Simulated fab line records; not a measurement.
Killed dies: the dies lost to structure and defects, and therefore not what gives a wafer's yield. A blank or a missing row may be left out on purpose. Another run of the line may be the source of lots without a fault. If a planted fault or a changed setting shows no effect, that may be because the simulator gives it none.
One fault through the eyes of 3 desks	flow n5Finfet	what lay behind the numbers comes last; until then each desk has only its own

TOOL OWNER'S DESK, rieDiel-02
The tool's own readings at N5_BEOL_M8_ETCH_62 (etches SOC in N2/H2, target depth 110 nm, overetch 22 nm, time 165 s): means of the sampled wafers that have a number, for each lot that ran on this tool. Marked OUT: a lot whose mean sits more than 4 standard deviations from the usual mean, which makes it out of limits; the brackets give that distance.
Columns: A = biasW at N5_BEOL_M8_ETCH_62, usual 150.1 W; B = drypumpMotorCurrentA at N5_BEOL_M8_ETCH_62, usual 5.7 A; C = oesProductAu at N5_BEOL_M8_ETCH_62, usual 0.69 a.u.; D = rfVppV at N5_BEOL_M8_ETCH_62, usual 523.6 V; E = showerheadPlenumPTorr at N5_BEOL_M8_ETCH_62, usual 2.54 Torr; F = throttleValvePct at N5_BEOL_M8_ETCH_62, usual 17.81 %
lot	first seen here	A	B	C	D	E	F
L743	day 10 02:25	161.3 (+25) OUT	6.0	0.72	549.4 (+9.5) OUT	2.54	17.69
L746	day 11 06:23	161.5 (+26) OUT	5.9	0.75	549.6 (+9.6) OUT	2.54	17.71
L755	day 13 21:17	149.9	5.8	0.67	524.8	2.60	17.82
L759	day 14 10:14	150.2	5.9	0.66	523.8	2.57	17.81
This desk's finding: out of limits on L743, L746; first on L743, day 10 02:25 (biasW at N5_BEOL_M8_ETCH_62). L755, L759 stayed within limits.

THE DEFECT DESK
For each lot, the counts of the inspections along the route, averaged over the sampled wafers that have a number. Marked OUT: a lot whose mean sits more than 4 standard deviations from the usual mean, which makes it out of limits; the brackets give that distance.
Columns: A = rawDefectCount at N5_BEOL_M8_INSPECT_13, usual 383
lot	first seen here	A
L738	day 8 20:26	293
L743	day 10 02:17	431
L744	day 10 11:22	465
L746	day 11 06:10	297
L751	day 12 08:43	364
L754	day 13 06:01	448
L755	day 13 21:00	422
L756	day 13 21:19	417
L757	day 14 03:50	352
L759	day 14 10:07	337
L760	day 14 21:02	297
Finding of this desk: none of the 11 lots has anything out of limits.

METROLOGY DESK
What the gauges read for every lot (on any tool): the sampled wafers with a number, averaged. Marked OUT: a lot whose mean sits more than 4 standard deviations from the usual mean, which makes it out of limits; the brackets give that distance.
Columns: A = cdNm at N5_BEOL_M8_CD_MEAS_18, usual 39.9 nm
lot	first seen here	A
L738	day 8 20:56	39.5
L743	day 10 02:47	40.4
L744	day 10 13:19	40.5
L746	day 11 06:46	39.5
L751	day 12 09:13	39.9
L754	day 13 06:30	40.7
L755	day 13 21:39	39.8
L756	day 13 21:49	40.1
L757	day 14 04:33	39.9
L759	day 14 10:37	39.9
L760	day 14 21:41	40.0
Finding of this desk: none of the 11 lots has anything out of limits.

BROUGHT TOGETHER
On L743, L746, at day 10 02:25, an alarm was possible from the tool owner's desk.
Nothing out of limits was seen by the defect desk.
At the metrology desk, nothing out of limits was observed.
The defect desk has L743, L746 on record, within its limits.
The metrology desk has L743, L746 on record, within its limits.
N5_BEOL_M8_ETCH_62 was run on rieDiel-02 by each of the lots named.

WHAT WAS PUT IN BY THE SIMULATOR
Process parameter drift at N5_BEOL_M8_ETCH_62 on rieDiel-02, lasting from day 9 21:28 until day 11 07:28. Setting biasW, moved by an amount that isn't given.
Lots struck among those shown: L743, L746.
Delay in hours, fault start to first out-of-limits reading, by desk: the tool owner's desk at 5.
